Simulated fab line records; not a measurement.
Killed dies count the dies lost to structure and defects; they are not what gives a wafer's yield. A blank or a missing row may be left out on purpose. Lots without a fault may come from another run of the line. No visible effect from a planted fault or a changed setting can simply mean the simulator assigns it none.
fab line records | flow n5Finfet
record: lots: 6 | wafers: 18 | lastDay: 15
route steps=1938 shown DUMMY_REMOVAL@383 HKMG_FIN@385 BEOL_M4@1111 PASSIVATION@1936
lots that met no fault: taken from a fault-free run of the same line
startH: the number of hours between the record's first day and the start of the first shown wafer of the lot | waitH: hours since the lot's step before | " identical to the entry in the row above | L1.1+2: one row covering several wafers at once | - no value, or no start was given | * or withheld: withheld | < > ~ a bound
route shown NAME@n: names a module that has steps shown in the file, with the first one's number in the route | usual: mean/standard deviation taken from wafers without a fault | same: alike in all rows | chamber/n: place in a boat | sites: each site's reading | _std_site: their standard deviation | _edge_site: inner sites' mean taken away from outer sites' mean | radiusMm: how far each site lies from the wafer's centre | mask NAME#n: copy n | behind: the most recent tool/chamber to have shaped the wafer | hold: the reason the lot was held/the length of the hold in hours/how it ended | device: the n, p or np transistor that did not switch | end of line: the tests these same wafers got at the end of their route | a step with no rows: only its recipe | killed: the dies lost at the first sort to structure and to defects; this is not the yield of the wafer | map: a wafer's dies, marking killed ones x, the rest . and places with no die _
set.NAME: the setting the step ran with; set.NAME@STEP: the setting that earlier step ran with | model.NAME: the simulator's own value behind a step, which no gauge read
a table for each step, a row for each wafer; lots at some steps of the route
services: from which hour (startH, from the record's first day; less than 0 if before it) a tool's chamber was out of use, for how many hours, and why
== steps ==
step: N5_DUMMY_REMOVAL_PRECLEAN_04
recipe: chemistry: DHF | timeS: 37 | tempC: 25 | dilution: 500:1
step: N5_DUMMY_REMOVAL_SRD_05
recipe: dry: ipaMarangoni | doPpb: 5 | timeS: 30 | tempC: 23 | rinseLiquid: diw
step: N5_HKMG_FIN_IL_REGROW_00
recipe: material: SiO2 | targetThkA: 7.5 | chemistry: O3 | tempC: withheld | timeS: 30
step: N5_HKMG_FIN_HK_ALD_01
recipe: material: HfO2 | targetThkA: 16 | tempC: withheld | aldPrecursorFamily: HfCl4 | aldCoReactant: H2O | pulseTimeS: 3 | purgeTimeS: 3 | coReactantPurgeTimeS: 2.5 | coReactantPulseTimeS: 0.3 | aldCycles: 30
usual: precursorPulseHeightRel: 1.002/0.017
lot.wafer | tool     | chamber | startH | waitH | precursorPulseHeightRel
L372.2    | aldHk-03 | 0       | 71.21  | 0.0   | 1.014
L372.3    | "        | 2       | "      | "     | 0.984
L372.6    | "        | 2       | "      | "     | 1.029
L376.1    | aldHk-02 | 0       | 98.63  | 0.0   | 0.980
L376.3    | "        | 3       | "      | "     | 1.031
L376.5    | "        | 0       | "      | "     | 0.996
L377.1    | aldHk-02 | 0       | 103.28 | 0.0   | 1.011
L377.2    | "        | 1       | "      | "     | 1.011
L377.5    | "        | 3       | "      | "     | 0.983
L383.2    | aldHk-01 | 1       | 139.65 | 0.0   | 1.027
L383.4    | "        | 2       | "      | "     | 1.018
L383.6    | "        | 2       | "      | "     | 1.024
L385.2    | aldHk-03 | 1       | 150.85 | 0.0   | 0.997
L385.4    | "        | 3       | "      | "     | 1.016
L385.5    | "        | 0       | "      | "     | 0.988
L387.2    | aldHk-03 | 1       | 163.01 | 0.0   | 0.964
L387.3    | "        | 0       | "      | "     | 1.008
L387.4    | "        | 3       | "      | "     | 1.015
step: N5_HKMG_FIN_HK_ANNEAL_02
recipe: tempC: 700 | timeS: 30 | ambient: N2 | idleTempC: 600 | rampUpCPerS: 150 | rampDownCPerS: 60 | coolToC: 600
usual: lampPowerPct: 8.80/0.057 | lamp_zone_2_pct: 8.796/0.0087 | wafer_temp_C_max: 702.9/0.68
lot.wafer | tool         | chamber | startH | waitH | lampPowerPct | lamp_zone_2_pct | wafer_temp_C_max
L372.2    | rtpAnneal-02 | 0       | 71.48  | 0.2   | 8.82         | 8.802           | 705.1
L372.3    | "            | 0       | "      | "     | 8.68         | 8.793           | 702.9
L372.6    | "            | 0       | "      | "     | 8.86         | 8.799           | 702.9
L376.1    | rtpAnneal-01 | 0       | 98.89  | 0.2   | 8.78         | 8.763           | 705.1
L376.3    | "            | 0       | "      | "     | 8.76         | 8.797           | 702.4
L376.5    | "            | 0       | "      | "     | 8.73         | 8.800           | 704.1
L377.1    | rtpAnneal-02 | 0       | 103.47 | 0.1   | 8.70         | 8.804           | 703.2
L377.2    | "            | 0       | "      | "     | 8.74         | 8.797           | 703.6
L377.5    | "            | 0       | "      | "     | 8.78         | 8.784           | 703.9
L383.2    | rtpAnneal-02 | 0       | 139.98 | 0.3   | 8.71         | 8.787           | 702.7
L383.4    | "            | 0       | "      | "     | 8.78         | 8.776           | 702.7
L383.6    | "            | 0       | "      | "     | 8.85         | 8.805           | 702.3
L385.2    | rtpAnneal-02 | 0       | 151.12 | 0.2   | 8.83         | 8.801           | 702.8
L385.4    | "            | 0       | "      | "     | 8.70         | 8.793           | 703.8
L385.5    | "            | 0       | "      | "     | 8.79         | 8.797           | 703.1
L387.2    | rtpAnneal-02 | 0       | 163.30 | 0.2   | 8.80         | 8.804           | 702.6
L387.3    | "            | 0       | "      | "     | 8.85         | 8.790           | 703.0
L387.4    | "            | 0       | "      | "     | 8.78         | 8.790           | 703.3
step: N5_HKMG_FIN_ALD_74
recipe: material: La2O3 | targetThkA: 5 | tempC: 250 | aldPrecursorFamily: La-Cp | aldCoReactant: O3 | pulseTimeS: 6 | coReactantPulseTimeS: 1 | purgeTimeS: 3 | coReactantPurgeTimeS: 3
usual: heaterPowerW: 352/31 | precursorPulseHeightRel: 1.002/0.021
lot.wafer | tool     | chamber | startH | waitH | heaterPowerW | precursorPulseHeightRel
L372.2    | aldHk-02 | 2       | 71.67  | 0.2   | 375          | 0.982
L372.3    | "        | 1       | "      | "     | 340          | 1.013
L372.6    | "        | 0       | "      | "     | 285          | 0.985
L376.1    | aldHk-01 | 0       | 99.12  | 0.2   | 365          | 1.004
L376.3    | "        | 1       | "      | "     | 404          | 1.042
L376.5    | "        | 3       | "      | "     | 361          | 1.023
L377.1    | aldHk-03 | 2       | 103.70 | 0.2   | 369          | 0.984
L377.2    | "        | 3       | "      | "     | 318          | 1.021
L377.5    | "        | 2       | "      | "     | 369          | 1.005
L383.2    | aldHk-02 | 1       | 140.17 | 0.2   | 344          | 1.025
L383.4    | "        | 2       | "      | "     | 367          | 1.028
L383.6    | "        | 1       | "      | "     | 350          | 0.963
L385.2    | aldHk-02 | 3       | 151.31 | 0.2   | 393          | 0.981
L385.4    | "        | 0       | "      | "     | 292          | 0.970
L385.5    | "        | 0       | "      | "     | 293          | 0.974
L387.2    | aldHk-02 | 0       | 163.49 | 0.2   | 303          | 1.027
L387.3    | "        | 2       | "      | "     | 361          | 1.030
L387.4    | "        | 3       | "      | "     | 406          | 0.992
step: N5_HKMG_FIN_ALD_75
recipe: material: Al2O3 | targetThkA: 10 | tempC: 150 | aldPrecursorFamily: TMA | aldCoReactant: H2O | pulseTimeS: withheld | coReactantPulseTimeS: 1
usual: heaterPowerW: 152/14 | precursorPulseHeightRel: 1.001/0.018
lot.wafer | tool     | chamber | startH | waitH | heaterPowerW | precursorPulseHeightRel
L372.2    | aldHk-02 | 2       | 71.74  | 0.0   | 158          | 1.005
L372.3    | "        | 1       | "      | "     | 144          | 0.996
L372.6    | "        | 0       | "      | "     | 128          | 0.980
L376.1    | aldHk-01 | 0       | 99.19  | 0.0   | 156          | 1.016
L376.3    | "        | 1       | "      | "     | 168          | 1.006
L376.5    | "        | 3       | "      | "     | 155          | 1.012
L377.1    | aldHk-03 | 2       | 103.77 | 0.0   | 162          | 1.002
L377.2    | "        | 3       | "      | "     | 139          | 1.005
L377.5    | "        | 2       | "      | "     | 159          | 1.023
L383.2    | aldHk-02 | 1       | 140.24 | 0.0   | 148          | 1.025
L383.4    | "        | 2       | "      | "     | 160          | 1.006
L383.6    | "        | 1       | "      | "     | 149          | 0.987
L385.2    | aldHk-02 | 3       | 151.39 | 0.0   | 171          | 1.012
L385.4    | "        | 0       | "      | "     | 128          | 1.025
L385.5    | "        | 0       | "      | "     | 128          | 1.001
L387.2    | aldHk-02 | 0       | 163.57 | 0.0   | 130          | 1.004
L387.3    | "        | 2       | "      | "     | 157          | 0.979
L387.4    | "        | 3       | "      | "     | 173          | 1.016
step: N5_HKMG_FIN_COAT_41
recipe: resist: SOC | tempC: 250 | timeS: 60 | spinRpm: 1500 | resistThkNm: 300
step: N5_HKMG_FIN_COAT_42
recipe: resist: SiARC | tempC: 220 | timeS: 60 | spinRpm: 1500 | resistThkNm: 35
step: N5_HKMG_FIN_COAT_43
recipe: resist: CAR-ArF | spinRpm: 1500 | resistThkNm: 90
step: N5_HKMG_FIN_EBR_45
recipe: solvent: PGMEA | ebrWidthMm: 1.5
step: N5_HKMG_FIN_SOFTBAKE_44
recipe: tempC: 110 | timeS: 60 | resist: CAR-ArF
step: N5_HKMG_FIN_EXPOSE_46
recipe: maskId: NDIPOLE | na: 1.35 | sourceShape: conventional | sigmaOuter: 0.8 | polarization: unpolarized | doseMj: 40
lot.wafer  | tool           | chamber | startH | waitH | mask      | model.HKMG_FIN.overlayXNm
L372.2+3+6 | arfiScanner-01 | 0       | 72.09  | -     | NDIPOLE#0 | -0.6
L376.1+3+5 | arfiScanner-03 | 0       | 99.41  | -     | NDIPOLE#0 | 0
L377.1+2+5 | arfiScanner-01 | 0       | 104.12 | -     | NDIPOLE#0 | 1.4
L383.2+4+6 | arfiScanner-01 | 0       | 140.59 | -     | NDIPOLE#0 | 1.4
L385.2+4+5 | arfiScanner-03 | 0       | 151.61 | -     | NDIPOLE#0 | 0.2
L387.2+3+4 | arfiScanner-03 | 0       | 163.79 | -     | NDIPOLE#0 | 0.4
step: N5_HKMG_FIN_PEB_47
recipe: pebTempC: withheld | pebTimeS: 60 | resist: CAR-ArF
step: N5_BEOL_M4_RC_MEAS_101
usual: DIBL_N: 35.7/1.3 | DIBL_P: 35.4/1.8 | IOFF_N: 0.152/0.027 | IOFF_P: 0.20/0.034 | ION_N: 672/9.8 | ION_P: 461/7.5 | SS_N: 71.4/0.55 | SS_P: 73.1/0.61 | VT_N: 251/3.3 | VT_P: -251/3.6
lot.wafer | tool      | chamber | startH | waitH | DIBL_N[mV/V] | DIBL_P[mV/V] | IOFF_N[nA/um] | IOFF_P[nA/um] | ION_N[uA/um] | ION_P[uA/um] | SS_N[mV/dec] | SS_P[mV/dec] | VT_N[mV] | VT_P[mV]
L372.2    | prober-02 | 0       | 162.89 | 0.2   | 34.8         | 37.0         | 0.161         | 0.23          | 683          | 471          | 71.2         | 73.2         | 247      | -247
L372.3    | "         | 0       | "      | "     | 36.3         | 38.8         | 0.196         | 0.26          | 688          | 473          | 71.1         | 73.5         | 245      | -245
L372.6    | "         | 0       | "      | "     | 35.8         | 38.0         | 0.179         | 0.25          | 684          | 472          | 71.4         | 73.3         | 246      | -246
L376.1    | prober-01 | 0       | 191.09 | 0.0   | 36.1         | 37.9         | 0.183         | 0.20          | 686          | 468          | 71.6         | 73.1         | 250      | -254
L376.3    | "         | 0       | "      | "     | 35.8         | 36.7         | 0.166         | 0.18          | 681          | 458          | 71.2         | 72.8         | 251      | -255
L376.5    | "         | 0       | "      | "     | 36.6         | 37.1         | 0.186         | 0.19          | 682          | 456          | 71.3         | 73.1         | 248      | -254
L377.1    | prober-02 | 0       | 194.14 | 0.0   | 36.9         | 37.4         | 0.191         | 0.26          | 683          | 474          | 71.7         | 73.5         | 246      | -244
L377.2    | "         | 0       | "      | "     | 35.7         | 35.7         | 0.175         | 0.24          | 688          | 468          | 71.8         | 73.3         | 245      | -246
L377.5    | "         | 0       | "      | "     | 35.2         | 35.9         | 0.163         | 0.23          | 683          | 473          | 71.4         | 73.9         | 249      | -245
L383.2    | prober-02 | 0       | 237.08 | 0.2   | 37.4         | 34.8         | 0.190         | 0.21          | 674          | 461          | 71.8         | 72.5         | 244      | -247
L383.4    | "         | 0       | "      | "     | 36.1         | 35.3         | 0.169         | 0.23          | 680          | 469          | 70.6         | 73.0         | 244      | -246
L383.6    | "         | 0       | "      | "     | 38.1         | 37.5         | 0.214         | 0.26          | 677          | 469          | 72.4         | 73.6         | 244      | -244
L385.2    | prober-02 | 0       | 241.49 | 0.4   | 35.9         | 35.9         | 0.141         | 0.19          | 665          | 454          | 71.2         | 73.2         | 253      | -252
L385.4    | "         | 0       | "      | "     | 37.2         | 36.9         | 0.161         | 0.21          | 675          | 454          | 72.1         | 73.0         | 250      | -253
L385.5    | "         | 0       | "      | "     | 34.6         | 33.9         | 0.126         | 0.17          | 658          | 454          | 71.0         | 72.2         | 255      | -256
L387.2    | prober-01 | 0       | 256.24 | 0.2   | 38.1         | 37.4         | 0.178         | 0.22          | 667          | 456          | 71.9         | 74.0         | 248      | -251
L387.3    | "         | 0       | "      | "     | 37.8         | 36.4         | 0.179         | 0.20          | 676          | 455          | 72.1         | 74.4         | 249      | -253
L387.4    | "         | 0       | "      | "     | 35.4         | 34.7         | 0.144         | 0.17          | 678          | 452          | 71.8         | 72.4         | 249      | -255
step: N5_PASSIVATION_PROBE_49
usual: defectLimitedYield: 91.5/1.3 | killed_at_M0_to_M3: 33/11 | killed_at_M4_up: 14/5.3 | killedAtContacts: 11/6.3 | killedAtFrontEnd: 38/10 | killedAtOther: 3.7/2.8 | killedDies: 101/16 | killedOpen: 67/12 | killedShort: 32/7.4 | sort_bin_5_function: 5.0/0.86 | sort_bin_6_memory: 3.2/0.69 | sortNPass: 1079/16 | sortYieldPct: 91.5/1.3
same: grossDies: 1180 | killedAtBackSide: 0 | sort_bin_4_leakage[%]: 0 | sort_bin_8_speed[%]: 0
lot.wafer | tool      | chamber | startH | waitH | defectLimitedYield[%] | killed_at_M0_to_M3 | killed_at_M4_up | killedAtContacts | killedAtFrontEnd | killedAtOther | killedDies | killedOpen | killedShort | sort_bin_5_function[%] | sort_bin_6_memory[%] | sortNPass | sortYieldPct[%]
L385.2    | prober-02 | -       | 350.50 | 0.1   | 91.4                  | 30                 | 12              | 5                | 50               | 5             | 102        | 67         | 35          | 5.3                    | 3.0                  | 1078      | 91.4
L385.4    | prober-02 | -       | 350.60 | 0.2   | 92.3                  | 32                 | 17              | 9                | 32               | 1             | 91         | 51         | 40          | 3.9                    | 3.1                  | 1089      | 92.3
L385.5    | prober-02 | -       | 350.65 | 0.2   | 93.1                  | 37                 | 13              | 5                | 27               | 0             | 82         | 47         | 35          | 4.0                    | 2.6                  | 1098      | 93.1
killed by level:class
L385.2 FIN_SAQP:geometricParticle:open=11 DUMMY_GATE:geometricParticle:open=10 BEOL_M1:geometricParticle:open=10 FIN_SAQP:geometricParticle:short=8 BEOL_M0_SAQP:geometricParticle:open=8 BEOL_M4:geometricParticle:open=7 STI_FIN_REVEAL:geometricParticle:open=6 BEOL_M0_SAQP:geometricParticle:short=6
L385.4 FIN_SAQP:geometricParticle:short=15 BEOL_M0_SAQP:geometricParticle:short=10 BEOL_M0_SAQP:geometricParticle:open=9 FIN_SAQP:geometricParticle:open=7 MOL_CONTACT_COAG:geometricParticle:open=7 BEOL_M4:geometricParticle:open=6 BEOL_M3:geometricParticle:open=4 STI_FIN_REVEAL:geometricParticle:open=3
L385.5 BEOL_M0_SAQP:geometricParticle:short=10 BEOL_M1:geometricParticle:open=9 DUMMY_GATE:geometricParticle:open=6 BEOL_M3:geometricParticle:short=5 BEOL_M3:geometricParticle:open=5 FIN_SAQP:geometricParticle:open=4 FIN_SAQP:geometricParticle:short=4 STI_FIN_REVEAL:geometricParticle:open=4
== services ==
tool           | chamber | startH | hours | kind
arfiScanner-03 | -       | 48.47  | 1.3   | pm
aldHk-03       | -       | 49.15  | 2.8   | pm
arfiScanner-01 | -       | 52.67  | 1.0   | pm
arfiScanner-01 | -       | 54.69  | 16.0  | pm
arfiScanner-03 | -       | 58.82  | 0.4   | repair
arfiScanner-03 | -       | 71.91  | 1.0   | pm
arfiScanner-03 | -       | 74.02  | 0.3   | repair
arfiScanner-01 | 0       | 75.97  | -     | calibration
arfiScanner-03 | 0       | 91.72  | -     | calibration
aldHk-03       | -       | 102.87 | 0.7   | repair
aldHk-01       | -       | 112.06 | 3.3   | repair
arfiScanner-01 | -       | 129.68 | 4.9   | pm
rtpAnneal-01   | -       | 133.46 | 101.8 | pm
arfiScanner-03 | -       | 139.65 | 0.8   | pm
arfiScanner-01 | -       | 149.42 | 0.5   | repair
aldHk-01       | -       | 149.55 | 28.1  | pm
arfiScanner-01 | -       | 154.57 | 1.3   | pm
== key ==
firstSign none at tools or gauges
modelEffect: step: N5_HKMG_FIN_EXPOSE_46 | value: HKMG_FIN.overlayXNm | without: 0.2 | struck: 1.4
metAt N5_HKMG_FIN_EXPOSE_46
struckWafers L377.1,L377.2,L377.5,L383.2,L383.4,L383.6
onsetBetween 72.09 104.12
fault: kind: scannerMatchingOverlay | tool: arfiScanner-01 | chamber: - | onsetH: 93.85 | steps: N5_HKMG_FIN_EXPOSE_46 | offset: 1.2495
